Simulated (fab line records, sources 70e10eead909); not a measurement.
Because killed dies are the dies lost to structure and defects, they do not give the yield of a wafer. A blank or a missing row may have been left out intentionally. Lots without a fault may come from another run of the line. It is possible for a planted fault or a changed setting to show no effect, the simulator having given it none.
fab line records -- flow nand-harc
[record] lots = 6, wafers = 18, last-day = 31
route steps=1302 shown A_DECK1_JOINT@533 A_ONON_D2@545
lots untouched by any fault: they come from a run of this same line in which no faults occurred
start-h: the number of hours between the record's first day and the start of the first shown wafer of the lot -- wait-h: time in hours since the lot's previous step -- " same as the row above -- L1.1+2: a row that stands for several wafers -- - no value, or no start given -- * or withheld: withheld -- < > ~ a bound
route shown NAME@n: NAME is a module with steps in the file, n the number in the route of the first one -- usual: average and standard deviation across the fault-free wafers -- same: alike in all rows -- chamber/n: place in a boat -- sites: readings site by site -- _std_site: standard deviation across them -- _edge_site: inner sites' mean taken away from outer sites' mean -- radius-mm: how far each site lies from the wafer's centre -- mask NAME#n: copy n -- behind: the last tool/chamber to shape the wafer -- hold: the reason the lot was held/the length of the hold in hours/how it ended -- device: the transistor (n, p or np) that didn't switch -- end of line: the tests these same wafers got at the end of their route -- a step given without rows: its recipe and nothing more -- killed: dies that structure and defects cost at the first sort, which is not the same as the wafer's yield -- map: a wafer's dies, x killed, . not, _ none there
set.NAME: the run value of the setting; set.NAME@STEP: its run value at that earlier step -- model.NAME: the simulator's own value behind a step, which no gauge read
lots seen at some steps along the route; tables by step, rows by wafer
services: when a tool's chamber went out of use (start-h, in hours from the record's first day, below 0 if earlier), for how many hours, and the reason
[[steps]]
[step NHARC_A_DECK1_JOINT_CVD_34]
[recipe] target-thk-a = 200, temp-c = 700, pressure-mtorr = 300, material = SiNx
[step NHARC_A_DECK1_JOINT_DEP_06]
[recipe] target-thk-a = 800, temp-c = 65, material = SiOx
[step NHARC_A_DECK1_JOINT_CURE_26]
[recipe] temp-c = 150, time-s = 32, pressure-atm = 0.395
[step NHARC_A_DECK1_JOINT_ANNEAL_27]
[recipe] temp-c = 400, time-s = 3600, idle-temp-c = 300, ramp-up-c-per-min = 10, densification-p-h2o-torr = 640
[step NHARC_A_DECK1_JOINT_ANNEAL_28]
[recipe] temp-c = 500, time-s = 1800, idle-temp-c = 400, ramp-up-c-per-min = 10, densification-p-h2o-torr = 640
[step NHARC_A_DECK1_JOINT_ANNEAL_29]
[recipe] temp-c = 750, time-s = 1800, idle-temp-c = 500, ramp-up-c-per-min = 10, ramp-down-c-per-min = 3
[step NHARC_A_DECK1_JOINT_CMP_02]
[recipe] material = SiOx
[usual] motor-current-A = 11.8/0.91
lot.wafer,tool,chamber,start-h,wait-h,motor-current-A
L689.4,cmp-02,3,279.96,0.4,12.5
L689.3,cmp-02,0,279.96,0.4,11.7
L689.6,cmp-02,0,279.96,0.4,11.4
L687.1,cmp-02,2,290.70,0.4,10.2
L687.2,cmp-02,3,290.70,0.4,12.3
L687.6,cmp-02,2,290.70,0.4,10.1
L694.3,cmp-04,2,359.03,0.4,11.3
L694.6,cmp-04,2,359.03,0.4,11.3
L694.5,cmp-04,3,359.03,0.4,12.0
L696.2,cmp-04,2,359.84,0.4,11.6
L696.5,cmp-04,1,359.84,0.4,11.6
L696.6,cmp-04,2,359.84,0.4,12.0
L705.2,cmp-03,2,442.85,0.4,10.4
L705.1,cmp-03,3,442.85,0.4,12.3
L705.5,cmp-03,1,442.85,0.4,12.6
L706.3,cmp-04,2,456.62,0.4,11.4
L706.1,cmp-04,0,456.62,0.4,11.9
L706.6,cmp-04,1,456.62,0.4,11.0
[step NHARC_A_DECK1_JOINT_SRD_15]
[step NHARC_A_DECK1_JOINT_DEP_16]
[recipe] target-thk-a = 450, temp-c = 400, pressure-torr = 6.5, rf-w = 900, teos-flow-sccm = 161.4, flow-sccm = 2650, target-thk-nm = 45, gas = O2, material = SiO2
[usual] chamber-pressure-Torr = 6.500/0.015, flow-sccm = 2650/8.2, heater-power-w = 530/120, rf-fwd-power-W = 896.5/2.9, throttle-valve-pct = 16.0/0.57
lot.wafer,tool,chamber,start-h,wait-h,chamber-pressure-Torr,flow-sccm,heater-power-w,rf-fwd-power-W,throttle-valve-pct
L689.3,pecvd-03,0,280.41,0.1,6.468,2649,373,892.2,16.6
L689.6,pecvd-03,2,280.41,0.1,6.535,2633,449,896.8,15.7
L689.4,pecvd-03,0,280.41,0.1,6.456,2653,380,896.7,16.3
L687.1,pecvd-04,0,291.09,0.1,6.503,2656,693,895.9,16.5
L687.2,pecvd-04,1,291.09,0.1,6.503,2657,613,897.0,15.1
L687.6,pecvd-04,1,291.09,0.1,6.498,2646,618,898.2,15.2
L694.3,pecvd-04,2,359.59,0.2,6.507,2643,323,895.8,17.0
L694.5,pecvd-04,2,359.59,0.2,6.502,2647,331,895.9,16.9
L694.6,pecvd-04,0,359.59,0.2,6.484,2647,677,893.5,16.6
L696.2,pecvd-03,1,360.26,0.1,6.518,2655,547,895.3,16.4
L696.5,pecvd-03,2,360.26,0.1,6.485,2659,390,901.7,15.3
L696.6,pecvd-03,1,360.26,0.1,6.478,2655,555,892.8,16.5
L705.2,pecvd-01,0,443.22,0.1,6.510,2646,608,892.8,15.5
L705.1,pecvd-01,1,443.22,0.1,6.508,2653,656,890.6,16.2
L705.5,pecvd-01,2,443.22,0.1,6.511,2634,505,894.6,15.6
L706.3,pecvd-01,1,456.98,0.1,6.541,2658,545,897.7,15.9
L706.1,pecvd-01,2,456.98,0.1,6.494,2639,462,895.8,15.8
L706.6,pecvd-01,0,456.98,0.1,6.528,2644,569,896.7,15.6
[step NHARC_A_DECK1_JOINT_THK_MEAS_17]
[recipe] thk-meas-gauge = ellipsometry
[usual] thk-nm = 45.1/1.1
lot.wafer,tool,chamber,start-h,wait-h,thk-nm
L689.3,film-metro-02,-,280.63,0.2,44.2
L689.4,film-metro-02,-,280.63,0.2,44.8
L689.6,film-metro-02,-,280.63,0.2,45.5
L687.1,film-metro-01,-,291.38,0.3,44.7
L687.2,film-metro-01,-,291.38,0.3,44.6
L687.6,film-metro-01,-,291.38,0.3,45.5
L694.3,film-metro-01,-,359.84,0.2,45.3
L694.5,film-metro-01,-,359.84,0.2,46.2
L694.6,film-metro-01,-,359.84,0.2,44.7
L696.2,film-metro-02,-,360.48,0.2,45.3
L696.5,film-metro-02,-,360.48,0.2,46.0
L696.6,film-metro-02,-,360.48,0.2,46.7
L705.1,film-metro-02,-,443.47,0.2,46.2
L705.2,film-metro-02,-,443.47,0.2,44.0
L705.5,film-metro-02,-,443.47,0.2,45.6
L706.1,film-metro-02,-,457.26,0.2,46.8
L706.3,film-metro-02,-,457.26,0.2,45.5
L706.6,film-metro-02,-,457.26,0.2,46.5
[step NHARC_A_DECK1_JOINT_INSPECT_05]
[usual] raw-defect-count = 315/130
lot.wafer,tool,chamber,start-h,wait-h,raw-defect-count
L689.3,defect-inspect-01,-,280.67,0.0,344
L689.4,defect-inspect-01,-,280.67,0.0,406
L689.6,defect-inspect-01,-,280.67,0.0,460
L687.1,defect-inspect-01,-,291.41,0.0,259
L687.2,defect-inspect-01,-,291.41,0.0,515
L687.6,defect-inspect-01,-,291.41,0.0,409
L694.3,defect-inspect-02,-,359.87,0.0,565
L694.5,defect-inspect-02,-,359.87,0.0,282
L694.6,defect-inspect-02,-,359.87,0.0,629
L696.2,defect-inspect-01,-,360.52,0.0,257
L696.5,defect-inspect-01,-,360.52,0.0,201
L696.6,defect-inspect-01,-,360.52,0.0,325
L705.1,defect-inspect-02,-,443.51,0.0,529
L705.2,defect-inspect-02,-,443.51,0.0,455
L705.5,defect-inspect-02,-,443.51,0.0,698
L706.1,defect-inspect-01,-,457.30,0.0,232
L706.3,defect-inspect-01,-,457.30,0.0,139
L706.6,defect-inspect-01,-,457.30,0.0,207
[step NHARC_A_ONON_D2_DEP_00]
[recipe] target-thk-a = 10000, n2-flow-sccm = 2750, n2o-flow-sccm = 2000, nh3-flow-sccm = 500, sih4-flow-sccm = 210, temp-c = 400
[usual] n2-flow-sccm = 2749/8.5, sih4-flow-sccm = 209.9/0.56
lot.wafer,tool,chamber,start-h,wait-h,n2-flow-sccm,sih4-flow-sccm
L689.3,pecvd-onon-03,0,280.85,0.2,2757,211.0
L689.4,pecvd-onon-03,0,280.85,0.2,2744,210.0
L689.6,pecvd-onon-03,0,280.85,0.2,2738,210.8
L687.1,pecvd-onon-04,0,291.48,0.1,2742,209.0
L687.2,pecvd-onon-04,0,291.48,0.1,2736,208.7
L687.6,pecvd-onon-04,0,291.48,0.1,2734,209.9
L694.3,pecvd-onon-04,0,360.05,0.2,2744,210.4
L694.5,pecvd-onon-04,0,360.05,0.2,2746,209.2
L694.6,pecvd-onon-04,0,360.05,0.2,2743,210.0
L696.2,pecvd-onon-04,0,360.64,0.1,2741,209.7
L696.5,pecvd-onon-04,0,360.64,0.1,2737,210.5
L696.6,pecvd-onon-04,0,360.64,0.1,2767,210.3
L705.1,pecvd-onon-03,0,443.58,0.1,2750,210.1
L705.2,pecvd-onon-03,0,443.58,0.1,2746,210.6
L705.5,pecvd-onon-03,0,443.58,0.1,2749,210.1
L706.1,pecvd-onon-03,0,457.36,0.1,2740,208.3
L706.3,pecvd-onon-03,0,457.36,0.1,2739,209.6
L706.6,pecvd-onon-03,0,457.36,0.1,2738,208.9
[step NHARC_A_ONON_D2_THK_MEAS_02]
[recipe] thk-meas-gauge = ellipsometry
[usual] thk-nm = 998/12
lot.wafer,tool,chamber,start-h,wait-h,hold,thk-nm
L689.3,film-metro-01,-,281.25,-,-,1000
L689.4,film-metro-01,-,281.25,-,-,997
L689.6,film-metro-01,-,281.25,-,-,1000
L687.1,film-metro-01,-,291.99,-,-,1008
L687.2,film-metro-01,-,291.99,-,-,1008
L687.6,film-metro-01,-,291.99,-,-,1008
L694.3,film-metro-01,-,360.45,-,await-dispo/0.2h/release,945
L694.5,film-metro-01,-,360.45,-,await-dispo/0.2h/release,944
L694.6,film-metro-01,-,360.45,-,await-dispo/0.2h/release,945
L694.3,film-metro-01,-,360.62,0.2,-,945
L694.5,film-metro-01,-,360.62,0.2,-,945
L694.6,film-metro-01,-,360.62,0.2,-,945
L696.2,film-metro-01,-,361.10,-,await-dispo/0.2h/release,914
L696.5,film-metro-01,-,361.10,-,await-dispo/0.2h/release,914
L696.6,film-metro-01,-,361.10,-,await-dispo/0.2h/release,915
L696.2,film-metro-01,-,361.27,0.2,-,914
L696.5,film-metro-01,-,361.27,0.2,-,913
L696.6,film-metro-01,-,361.27,0.2,-,914
L705.1,film-metro-02,-,444.08,-,-,994
L705.2,film-metro-02,-,444.08,-,-,992
L705.5,film-metro-02,-,444.08,-,-,994
L706.1,film-metro-02,-,457.87,-,-,1001
L706.3,film-metro-02,-,457.87,-,-,1001
L706.6,film-metro-02,-,457.87,-,-,1003
[[services]]
tool,chamber,start-h,hours,kind
cmp-03,-,256.67,1.6,repair
cmp-03,-,260.00,4.0,pm
cmp-04,-,263.36,1.0,repair
pecvd-04,-,269.12,13.0,pm
cmp-03,-,282.58,1.6,repair
cmp-04,-,307.00,4.0,pm
pecvd-01,-,311.15,13.0,pm
pecvd-03,0,315.61,6.5,repair
pecvd-onon-04,-,316.48,13.0,pm
pecvd-04,1,328.17,2.1,repair
cmp-02,-,339.70,4.0,pm
cmp-03,-,344.63,0.7,repair
cmp-03,-,358.00,4.0,pm
pecvd-03,-,366.14,13.0,pm
pecvd-01,2,380.34,5.8,repair
pecvd-04,0,396.76,18.1,repair
cmp-04,-,405.00,4.0,pm
cmp-02,-,405.76,0.5,repair
pecvd-onon-03,-,408.00,13.0,pm
cmp-02,-,432.12,1.3,repair
pecvd-03,1,432.58,18.5,repair
cmp-02,-,437.70,4.0,pm
cmp-02,-,446.95,2.0,repair
pecvd-04,-,450.12,13.0,pm
[[key]]
[first-sign] step = NHARC_A_ONON_D2_THK_MEAS_02, reading = visit, direction = added
[effect] step = NHARC_A_ONON_D2_THK_MEAS_02, reading = thk-nm, direction = down, sigmas = 6, usual = 998, struck = 929
met-at NHARC_A_ONON_D2_DEP_00
struck-wafers L694.3,L694.5,L694.6,L696.2,L696.5,L696.6
later-rows-left-out L694.3,L694.5,L694.6,L696.2,L696.5,L696.6
sort-left-out L694.3,L694.5,L694.6,L696.2,L696.5,L696.6
tester-left-out L694,L696
[fault] kind = process-parameter-drift, tool = pecvd-onon-04, chamber = -, onset-h = 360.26, steps = NHARC_A_ONON_D2_DEP_00, channel = target-thk-a, offset = *, shape = step, end-h = 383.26, acts-in = *, stated = *
// tester-left-out: of these lots the tester's yield and bins aren't shown, on N5 and GAA mostly nor the transistor test; their killed dies are dies lost to structure and defects alone, not to doping, threshold or leakage, so they don't give the yield
// sort-left-out: the simulated sort isn't trusted on such a fault, so these wafers' sort isn't shown, and their yield isn't known
// later-rows-left-out: the simulator's readings of these wafers behind a module that went badly wrong aren't trusted and aren't shown, but for the sort
